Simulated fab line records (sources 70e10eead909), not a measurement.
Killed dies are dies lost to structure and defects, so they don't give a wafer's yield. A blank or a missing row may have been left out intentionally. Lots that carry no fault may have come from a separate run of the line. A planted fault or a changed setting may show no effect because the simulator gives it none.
Which of the tools did it? | flow nand harc | 13 lots, 39 wafers sampled, at 5 steps of a route of 1302

WHAT EACH GAUGE READ, for each wafer
NHARC_A_START_INSPECT_01.
lot  | measured     | on                | raw defect count
L883 | day 6 20:22  | defect inspect-02 | 6 1 10
L885 | day 7 10:57  | defect inspect-02 | 2 3 2
L886 | day 8 11:50  | defect inspect-02 | 5 0 3
L888 | day 9 03:02  | defect inspect-02 | 7 0 4
L890 | day 10 00:56 | defect inspect-02 | 1 3 2
L891 | day 10 06:03 | defect inspect-01 | 2 3 2
L896 | day 11 22:23 | defect inspect-02 | 2 2 2
L897 | day 12 23:07 | defect inspect-02 | 5 7 4
L900 | day 14 02:31 | defect inspect-02 | 5 4 4
L901 | day 14 06:20 | defect inspect-02 | 2 4 4
L903 | day 15 09:46 | defect inspect-01 | 1 7 3
L905 | day 15 22:25 | defect inspect-02 | 9 2 5
L906 | day 16 04:10 | defect inspect-01 | 4 3 3

NHARC_A_ONON_D1_THK_MEAS_02: measures by ellipsometry.
lot  | measured     | on            | thk nm (nm)
L883 | day 7 20:07  | film metro-02 | 1003 1001 999
L885 | day 8 12:13  | film metro-01 | 999 998 997
L886 | day 9 12:59  | film metro-02 | 1004 1004 1003
L888 | day 10 02:08 | film metro-01 | 1008 1008 1008
L890 | day 11 01:24 | film metro-02 | 1028 1772 1772
L891 | day 11 07:29 | film metro-02 | 1010 1010 1010
L896 | day 12 21:41 | film metro-01 | 996 995 994
L897 | day 13 22:22 | film metro-02 | 1005 1006 1005
L900 | day 15 03:21 | film metro-01 | 995 995 995
L901 | day 15 03:22 | film metro-02 | 1015 1017 1015
L903 | day 16 09:42 | film metro-02 | 987 989 989
L905 | day 16 21:41 | film metro-01 | 993 994 993
L906 | day 17 03:24 | film metro-01 | 994 995 996

NHARC_END_SORT_01.
lot  | measured     | on        | killed at array | killed at other | killed at periphery | killed dies | killed open | killed short
L890 | day 27 18:27 | prober-02 | 80 675 676      | 0 1 0           | 3 1 1               | 83 677 677  | 3 3 1       | 2 2 0

WHICH TOOL RAN EACH LOT (tool, then ch and the chambers of the sampled wafers, then the start)
lot  | NHARC_A_ZERO_WELL_DESCUM_12        | NHARC_A_ONON_D1_DEP_00
L883 | rie diel-13 ch 0,1,3, day 6 21:14  | pecvd onon-03 ch 0, day 7 19:40
L885 | rie diel-13 ch 2,3, day 7 11:49    | pecvd onon-04 ch 0, day 8 11:43
L886 | rie diel-03 ch 0,1, day 8 12:50    | pecvd onon-02 ch 0, day 9 12:28
L888 | rie diel-03 ch 0,1, day 9 04:03    | pecvd onon-03 ch 0, day 10 01:41
L890 | rie diel-13 ch 0,2,3, day 10 01:58 | pecvd onon-03 ch 0, day 11 01:04
L891 | rie diel-13 ch 0,1,3, day 10 07:04 | pecvd onon-02 ch 0, day 11 06:59
L896 | rie diel-02 ch 0,2,3, day 11 23:22 | pecvd onon-04 ch 0, day 12 21:10
L897 | rie diel-13 ch 0,1,3, day 13 00:07 | pecvd onon-02 ch 0, day 13 21:51
L900 | rie diel-03 ch 0,2, day 14 03:31   | pecvd onon-02 ch 0, day 15 02:51
L901 | rie diel-13 ch 1,3, day 14 07:20   | pecvd onon-03 ch 0, day 15 02:51
L903 | rie diel-02 ch 0,1,2, day 15 10:38 | pecvd onon-03 ch 0, day 16 09:11
L905 | rie diel-03 ch 1,2,3, day 15 23:17 | pecvd onon-02 ch 0, day 16 21:11
L906 | rie diel-13 ch 0,1,2, day 16 05:11 | pecvd onon-02 ch 0, day 17 02:54
- NHARC_A_ZERO_WELL_DESCUM_12: chemistry O2, time 3 s.
- NHARC_A_ONON_D1_DEP_00: target thk 1000 nm.

WHAT THE TOOLS THEMSELVES READ (means of the sampled wafers that have a number; where no wafer has one, the mark that the record gives instead)
NHARC_A_ZERO_WELL_DESCUM_12.
lot  | tool        | drypump motor current A (A) | oes product au (a.u.) | rf vpp V (V) | showerhead plenum p Torr (Torr) | throttle valve pct (%)
L883 | rie diel-13 | 5.7                         | 1.003                 | 57.5         | 1.90                            | 11.317
L885 | rie diel-13 | 6.2                         | 1.001                 | 57.1         | 1.94                            | 11.308
L886 | rie diel-03 | 5.5                         | 0.995                 | 57.3         | 1.85                            | 11.302
L888 | rie diel-03 | 5.5                         | 0.982                 | 57.6         | 1.85                            | 11.317
L890 | rie diel-13 | 6.0                         | 1.005                 | 57.7         | 1.89                            | 11.307
L891 | rie diel-13 | 5.7                         | 1.005                 | 57.5         | 1.90                            | 11.309
L896 | rie diel-02 | 5.5                         | 0.996                 | 57.2         | 1.84                            | 11.312
L897 | rie diel-13 | 5.7                         | 1.019                 | 58.1         | 1.90                            | 11.310
L900 | rie diel-03 | 5.5                         | 0.985                 | 57.0         | 1.79                            | 11.312
L901 | rie diel-13 | 5.5                         | 1.019                 | 56.9         | 1.96                            | 11.303
L903 | rie diel-02 | 5.4                         | 0.998                 | 58.4         | 1.82                            | 11.303
L905 | rie diel-03 | 5.3                         | 0.991                 | 58.2         | 1.91                            | 11.317
L906 | rie diel-13 | 5.7                         | 0.998                 | 58.2         | 1.95                            | 11.314

NHARC_A_ONON_D1_DEP_00.
lot  | tool          | nh3 flow sccm (sccm) | sih4 flow sccm (sccm)
L883 | pecvd onon-03 | 500.9                | 209.8
L885 | pecvd onon-04 | 500.4                | 209.7
L886 | pecvd onon-02 | 498.8                | 209.6
L888 | pecvd onon-03 | 498.0                | 209.7
L890 | pecvd onon-03 | 500.3                | 209.2
L891 | pecvd onon-02 | 499.0                | 210.4
L896 | pecvd onon-04 | 499.3                | 209.2
L897 | pecvd onon-02 | 500.8                | 209.9
L900 | pecvd onon-02 | 499.6                | 210.1
L901 | pecvd onon-03 | 501.2                | 209.2
L903 | pecvd onon-03 | 495.4                | 209.5
L905 | pecvd onon-02 | 499.7                | 209.8
L906 | pecvd onon-02 | 499.4                | 210.1

THE ANSWER, worked out from the rows above alone
Rule: usual is defined by the lots themselves. Put in order of their means at a reading, lots are off if they are a third of the lots or fewer, leave a main group of 4 or more, and stand apart from it by a gap of 3 or more times the standard deviation of the main group's means; of several such gaps the widest counts. A main group whose means are all the same, to the digits that the tables above print for the reading, isn't used. A lot without any number at a reading at which 4 lots or more have one is off too. All remaining lots with rows at the step are treated as sound. First the gauges in route order, then the tools' own readings, where a lot's mean is used as printed above. The first step at which some lot is off is used, and at that step the reading that is off furthest; a lot without a number counts as furthest.
Off at NHARC_A_ONON_D1_THK_MEAS_02 (thk nm): L890. Main group: mean 1001 nm, sd 7.7.
If a tool, at a process step before that reading, ran all the lots that are off and no sound lot after the first of them, it fits. The gauges at NHARC_A_ONON_D1_THK_MEAS_02 are tried like those tools. Of those tried, none fits.

WHAT HAD BEEN PUT IN BY THE SIMULATOR
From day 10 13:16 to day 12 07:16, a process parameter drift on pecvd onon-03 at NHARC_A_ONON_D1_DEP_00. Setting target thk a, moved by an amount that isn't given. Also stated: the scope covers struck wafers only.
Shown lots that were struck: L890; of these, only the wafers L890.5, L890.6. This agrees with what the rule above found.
